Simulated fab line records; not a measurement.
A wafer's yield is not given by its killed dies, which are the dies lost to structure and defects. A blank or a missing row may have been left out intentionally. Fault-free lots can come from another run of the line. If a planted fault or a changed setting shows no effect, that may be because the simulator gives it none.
Lot-split experiment :: flow n5-finfet :: route with 1938 steps; 7 lots, 21 wafers read

## THE SPLIT ITSELF
At N5_BEOL_M12_ETCH_38 (etches SiCN in CF4/N2, target depth 68.7 nm, time 73.4 s), the setting time-s was moved away from the recipe's 73.4 s on 6 of the 21 wafers read, by -15.6% to +19.6%. All remaining wafers had this setting at the recipe value.

The split's own step is where the reading is taken.

## THE READING
etch.depth-nm (the simulator's own value, which no gauge read), in nm, at N5_BEOL_M12_ETCH_38 (etches SiCN in CF4/N2, target depth 68.7 nm, time 73.4 s). No usual value for it is given in the file. Across the 15 wafers here that went through the recipe, the average is 57.48 nm and the standard deviation 1.5 nm.

wafer: L082.4
tool, chamber at the split: rie-diel-03, 3
time-s as run, s: 73.4
against the recipe: recipe
etch.depth-nm, nm: 58.02
against lot-mates on the recipe: -

wafer: L082.5
tool, chamber at the split: rie-diel-03, 2
time-s as run, s: 87.77
against the recipe: +19.6%
etch.depth-nm, nm: 67.01
against lot-mates on the recipe: +8.99

wafer: L082.6
tool, chamber at the split: rie-diel-03, 1
time-s as run, s: 87.77
against the recipe: +19.6%
etch.depth-nm, nm: 69.6
against lot-mates on the recipe: +11.58

wafer: L088.2
tool, chamber at the split: rie-diel-03, 2
time-s as run, s: 73.4
against the recipe: recipe
etch.depth-nm, nm: 55.56
against lot-mates on the recipe: -

wafer: L088.3
tool, chamber at the split: rie-diel-03, 0
time-s as run, s: 73.4
against the recipe: recipe
etch.depth-nm, nm: 59.43
against lot-mates on the recipe: -

wafer: L088.5
tool, chamber at the split: rie-diel-03, 1
time-s as run, s: 73.4
against the recipe: recipe
etch.depth-nm, nm: 58.3
against lot-mates on the recipe: -

wafer: L092.3
tool, chamber at the split: rie-diel-01, 2
time-s as run, s: 87.15
against the recipe: +18.7%
etch.depth-nm, nm: 69.24
against lot-mates on the recipe: no lot-mate on the recipe

wafer: L092.4
tool, chamber at the split: rie-diel-01, 0
time-s as run, s: 87.15
against the recipe: +18.7%
etch.depth-nm, nm: 64.94
against lot-mates on the recipe: no lot-mate on the recipe

wafer: L092.6
tool, chamber at the split: rie-diel-01, 2
time-s as run, s: 87.15
against the recipe: +18.7%
etch.depth-nm, nm: 68.71
against lot-mates on the recipe: no lot-mate on the recipe

wafer: L090.2
tool, chamber at the split: rie-diel-03, 3
time-s as run, s: 73.4
against the recipe: recipe
etch.depth-nm, nm: 58.17
against lot-mates on the recipe: -

wafer: L090.4
tool, chamber at the split: rie-diel-03, 0
time-s as run, s: 73.4
against the recipe: recipe
etch.depth-nm, nm: 59.4
against lot-mates on the recipe: -

wafer: L090.6
tool, chamber at the split: rie-diel-03, 3
time-s as run, s: 61.98
against the recipe: -15.6%
etch.depth-nm, nm: 49.14
against lot-mates on the recipe: -9.64

wafer: L091.1
tool, chamber at the split: rie-diel-01, 1
time-s as run, s: 73.4
against the recipe: recipe
etch.depth-nm, nm: 55.84
against lot-mates on the recipe: -

wafer: L091.4
tool, chamber at the split: rie-diel-01, 1
time-s as run, s: 73.4
against the recipe: recipe
etch.depth-nm, nm: 55.98
against lot-mates on the recipe: -

wafer: L091.6
tool, chamber at the split: rie-diel-01, 2
time-s as run, s: 73.4
against the recipe: recipe
etch.depth-nm, nm: 58.88
against lot-mates on the recipe: -

wafer: L095.1
tool, chamber at the split: rie-diel-01, 2
time-s as run, s: 73.4
against the recipe: recipe
etch.depth-nm, nm: 58.82
against lot-mates on the recipe: -

wafer: L095.2
tool, chamber at the split: rie-diel-01, 1
time-s as run, s: 73.4
against the recipe: recipe
etch.depth-nm, nm: 55.69
against lot-mates on the recipe: -

wafer: L095.5
tool, chamber at the split: rie-diel-01, 1
time-s as run, s: 73.4
against the recipe: recipe
etch.depth-nm, nm: 55.86
against lot-mates on the recipe: -

wafer: L096.1
tool, chamber at the split: rie-diel-01, 2
time-s as run, s: 73.4
against the recipe: recipe
etch.depth-nm, nm: 58.43
against lot-mates on the recipe: -

wafer: L096.3
tool, chamber at the split: rie-diel-01, 0
time-s as run, s: 73.4
against the recipe: recipe
etch.depth-nm, nm: 55.3
against lot-mates on the recipe: -

wafer: L096.5
tool, chamber at the split: rie-diel-01, 2
time-s as run, s: 73.4
against the recipe: recipe
etch.depth-nm, nm: 58.51
against lot-mates on the recipe: -

THE FIT
A straight line over all 21 wafers: etch.depth-nm changes by +0.545 nm for each +1% of time-s; r = +0.96; the points scatter about the line by 1.6 nm.
The same after taking each lot's own level away (the mean of its wafers on the recipe; 18 wafers): +0.551 nm for each +1%; r = +0.95; scatter 1.4 nm.
The reading moves by 11 nm for the largest change in time-s, on that fit.
From 56.790 to 58.785 nm: that is the span of the lots' own levels, equal to 1.3 times the standard deviation above.
The two slopes are in agreement: the lot-to-lot level therefore moves the slope only a little.
Check: with one of the wafers moved furthest among these (+19.6%) left out of the fit, the line predicts +11.8 nm for it against its lot-mates. It came out at +8.99 nm against them.

## OTHER SPLITS APPLIED TO THESE WAFERS
These wafers also went through other splits before the reading. Each is held against what the fit with the lots' levels taken away leaves over:
other split on the same wafers: N5_BEOL_M11_ETCH_41 time-s
wafers away from the commonest value: 4
r with etch.depth-nm (lot level and that fit taken away): +0.28

other split on the same wafers: N5_BEOL_M12_ETCH_67 source-w
wafers away from the commonest value: 10
r with etch.depth-nm (lot level and that fit taken away): -0.08

## FILE'S OWN FIT
etch.depth-nm changes by +0.562 nm for each +1% of time-s, r = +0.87.
